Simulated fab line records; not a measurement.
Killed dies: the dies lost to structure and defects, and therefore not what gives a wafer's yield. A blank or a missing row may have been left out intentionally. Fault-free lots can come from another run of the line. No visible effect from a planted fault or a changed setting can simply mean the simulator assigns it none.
A struck lot beside a sound one ; flow n5Finfet ; 15 steps out of a route of 1938
Sound: wafers L839.1, L839.3, L839.6. Struck: wafers L853.3, L853.5 (left out: L853.4, a lot-mate that was not struck); the cause follows at the end.
Order at every step that has rows: each side's tool, ch and its chambers, its first start. Under that, the readings that differ: sound wafers ; struck wafers ; difference of the means ; sigmas: that difference in standard deviations of wafers without a fault.
alike: readings with means less than 2 such deviations apart, plus words and numbers identical on both sides. not compared: withheld readings, readings lacking a value on some wafer, bounds such as >300 that could conceal the same value, and numbers that have no deviation in the record and whose values overlap.
The two part at a step that has a row with sigmas, a row that says differs or no value, or rows on one side only. When numbers do not overlap yet have no deviation, they are printed without sigmas and do not part them. A reading that every wafer of one side lacks parts them only if that side has two wafers or more.

first, 6 steps without rows for these wafers: N5_MOL_CONTACT_COAG_COAT_78 (resist thk 40 nm); N5_MOL_CONTACT_COAG_EBR_80; N5_MOL_CONTACT_COAG_SOFTBAKE_79 (time 60 s); N5_MOL_CONTACT_COAG_EXPOSE_81 (exposes mask VG, defocus 0 nm); N5_MOL_CONTACT_COAG_PEB_82 (peb time 60 s); N5_MOL_CONTACT_COAG_DEVELOP_83 (develop time 30 s).
N5_MOL_CONTACT_COAG_CD_MEAS_84: the cd target is 25.1 nm.
  sound on cdSem-01 ch 0, day 5 01:44; struck on cdSem-02 ch 0, day 8 12:27
  alike: cdNm
N5_MOL_CONTACT_COAG_OVL_MEAS_85:
  sound on overlay-02 ch 0, day 5 01:46; struck on overlay-02 ch 0, day 8 12:29
  alike: VG_OVL
N5_MOL_CONTACT_COAG_INSPECT_57: inspects for defects (brightfield).
  sound on defectInspect-01 at day 5 01:50; struck on defectInspect-02 at day 8 12:32
reading;sound;struck;difference;sigmas
rawDefectCount;393 267 315;193 167;-145;-3
N5_MOL_CONTACT_COAG_DESCUM_88: chemistry O2, time 7 s.
  sound on rieDiel-05 ch 2,3, day 5 01:52; struck on rieDiel-01 ch 0,1, day 8 12:46
  alike: drypumpMotorCurrentA, oesProductAu, rfVppV, showerheadPlenumPTorr, tempC, throttleValvePct
  not compared: rfHoursCounterH
N5_MOL_CONTACT_COAG_ETCH_89: etches underlayer in N2/H2, target depth 13 nm, time 10.4 s.
  sound on rieDiel-05 ch 2,3, day 5 01:55; struck on rieDiel-01 ch 0,1, day 8 12:48
  alike: drypumpMotorCurrentA, etchRfOnTimeS, n2FlowSccm, oesProductAu, rfVppV, showerheadPlenumPTorr, throttleValvePct
  not compared: rfHoursCounterH
N5_MOL_CONTACT_COAG_ETCH_90: etches SiARC in CF4, target depth 13 nm, time 21.7 s.
  sound on rieDiel-05 ch 2,3, day 5 01:56; struck on rieDiel-01 ch 0,1, day 8 12:49
  alike: drypumpMotorCurrentA, etchRfOnTimeS, mfcArSccm, oesProductAu, rfVppV, showerheadPlenumPTorr, throttleValvePct
  not compared: rfHoursCounterH
N5_MOL_CONTACT_COAG_ALD_131: deposits SiO2, target thk 5 nm, pulse time 1 s, co reactant pulse time 1 s.
  sound on aldSin-02 ch 0,1,3, day 5 02:06; struck on aldSin-02 ch 3, day 8 12:54
reading;sound;struck;difference;sigmas
aldCycles;35 35 35;24 24;-11;
model.SiO2_of_MOL_CONTACT_COAG_ALD_131.thkNm (nm);5 5 5;3.4 3.4;-1.6;
  alike: heaterPowerW, precursorPulseHeightRel
N5_MOL_CONTACT_COAG_ETCHBACK_132: etches SiO2 in CHF3, target depth 10 nm, time 6.7 s.
  sound on rieDiel-01 ch 0,2, day 5 02:26; struck on rieDiel-05 ch 0, day 8 13:05
reading;sound;struck;difference;sigmas
showerheadPlenumPTorr (Torr);2.35 2.33 2.35;2.49 2.49;+0.15;+2
  alike: CHF3_flow_sccm, drypumpMotorCurrentA, mfcArSccm, oesProductAu, rfVppV, throttleValvePct
  not compared: rfHoursCounterH
-- record jumps: 7 days separate the struck wafers' starts on either side; left off in module MOL_CONTACT_COAG, taken up again in module PASSIVATION, whose first shown step is the route's number 1936 --
N5_PASSIVATION_PROBE_49:
  sound on prober-02 at day 12 19:25; struck on prober-01 at day 15 06:50
reading;sound;struck;difference;sigmas
killedAtContacts;8 6 9;834 840;+829;+99 or more
killedDies;95 75 83;911 917;+830;+49
killedOnRim;17 10 17;122 123;+108;+27
  alike: killed_at_M0_to_M3, killed_at_M4_up, killedAtFrontEnd, killedAtOther, killedOpen, killedShort

WHERE THEY PART
First at N5_MOL_CONTACT_COAG_INSPECT_57; last, within this record, at N5_PASSIVATION_PROBE_49.

WHY: what the simulator had put in
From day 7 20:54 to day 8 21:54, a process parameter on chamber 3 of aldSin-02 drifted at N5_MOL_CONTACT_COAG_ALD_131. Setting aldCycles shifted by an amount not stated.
